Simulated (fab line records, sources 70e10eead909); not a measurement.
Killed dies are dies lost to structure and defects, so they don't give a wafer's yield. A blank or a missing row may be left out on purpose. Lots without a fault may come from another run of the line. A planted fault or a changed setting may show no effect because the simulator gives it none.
A struck lot beside a sound one | flow nand_harc | 15 steps out of a route of 1159
Sound: wafers L124.2, L124.3, L124.4. Struck: wafers L126.2, L126.6. (L126.4 of the same lot was not struck and is left out.) The cause comes at the end.
At each step with rows: each side's tool, then ch and its chambers, then its first start. Under that, the readings that differ: sound wafers | struck wafers | difference of the means | sigmas: that difference in standard deviations of wafers without a fault.
alike: readings whose means differ by less than 2 such deviations, and words and numbers that are the same on both sides. not compared: withheld readings, readings that some wafer has no value for, bounds like >300 that may hide the same value, and numbers for which the record gives no deviation and whose values overlap.
The two part at a step that has a row with sigmas, a row that says differs or no value, or rows on one side only. Numbers that don't overlap but have no deviation are shown without sigmas and don't part them. A reading that every wafer of one side lacks parts them only if that side has two wafers or more.

first, 6 steps without rows for these wafers: NHARC_A_CONTACT_COAT_02 (resist thk 90 nm); NHARC_A_CONTACT_SOFTBAKE_03 (time 55 s); NHARC_A_CONTACT_EBR_04; NHARC_A_CONTACT_EXPOSE_05 (exposes mask A CC); NHARC_A_CONTACT_PEB_06 (peb time 65 s); NHARC_A_CONTACT_DEVELOP_07 (develop time 35 s).
NHARC_A_CONTACT_CD_MEAS_08: target cd 100 nm.
  sound on cd_sem-01 ch 0, day 19 05:45; struck on cd_sem-01 ch 0, day 19 20:16
  alike: cd_nm
NHARC_A_CONTACT_OVL_MEAS_09:
  sound on overlay-01, day 19 05:50; struck on overlay-02, day 19 20:21
  alike: overlay_x_nm, overlay_y_nm
NHARC_A_CONTACT_INSPECT_10:
  sound on defect_inspect-01, day 19 05:53; struck on defect_inspect-02, day 19 20:23
  alike: raw_defect_count
NHARC_A_CONTACT_DESCUM_13: chemistry O2, time 3 s.
  sound on rie_diel-03 ch 0,1,3, day 19 05:56; struck on rie_diel-03 ch 0,1, day 19 20:27
  alike: drypump_motor_current_A, oes_product_au, rf_vpp_V, showerhead_plenum_p_Torr, throttle_valve_pct
  not compared: rf_hours_counter_h
NHARC_A_CONTACT_ETCH_88: etches the open film in CF4, target depth 39 nm, time 65 s.
  sound on rie_diel-03 ch 0,1,2, day 19 06:02; struck on rie_diel-03 ch 1,3, day 19 20:32
  alike: drypump_motor_current_A, oes_product_au, rf_vpp_V, showerhead_plenum_p_Torr, throttle_valve_pct
  not compared: rf_hours_counter_h
NHARC_A_CONTACT_ETCH_89: etches the open film in N2/H2, target depth 260 nm, time 475.3 s.
  sound on rie_diel-03 ch 1,2,3; struck on rie_diel-03 ch 0,3
  alike: drypump_motor_current_A, h2_flow_sccm, oes_product_au, rf_vpp_V, showerhead_plenum_p_Torr, throttle_valve_pct
  not compared: rf_hours_counter_h
NHARC_A_CONTACT_ETCH_30: etches the open film in CF4/CHF3, target depth 60.5 nm, time 30.2 s.
  sound on rie_diel-03 ch 1,2,3, day 19 06:31; struck on rie_diel-03 ch 0, day 19 20:58
  reading               | sound             | struck      | difference | sigmas
  oes_product_au (a.u.) | 0.934 0.923 0.919 | 0.818 0.810 | -0.111     | -6
  alike: chf3_flow_sccm, drypump_motor_current_A, rf_vpp_V, showerhead_plenum_p_Torr, throttle_valve_pct
  not compared: rf_hours_counter_h
NHARC_A_CONTACT_ETCH_31: etches the open film in O2/COS, target depth 2000 nm, time 520 s.
  sound on rie_diel-03 ch 0,2,3; struck on rie_diel-03 ch 1,3
  alike: drypump_motor_current_A, oes_product_au, rf_vpp_V, showerhead_plenum_p_Torr, throttle_valve_pct
  not compared: rf_hours_counter_h
-- the record jumps here: 3 days lie between the struck wafers' starts before and after (it left off in module A_CONTACT and takes up again in module END, whose first step shown is number 1159 of the route) --
NHARC_END_SORT_01:
  the record has rows for the struck wafers here (prober-01 ch 0, day 22 15:45) and none for the sound ones

WHERE THEY PART
First at NHARC_A_CONTACT_ETCH_30; last, within this record, at NHARC_END_SORT_01.

WHY: what the simulator had put in
Process parameter drift: rie_diel-03, from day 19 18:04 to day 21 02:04, at NHARC_A_CONTACT_ETCH_30. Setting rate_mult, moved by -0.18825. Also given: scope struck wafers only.
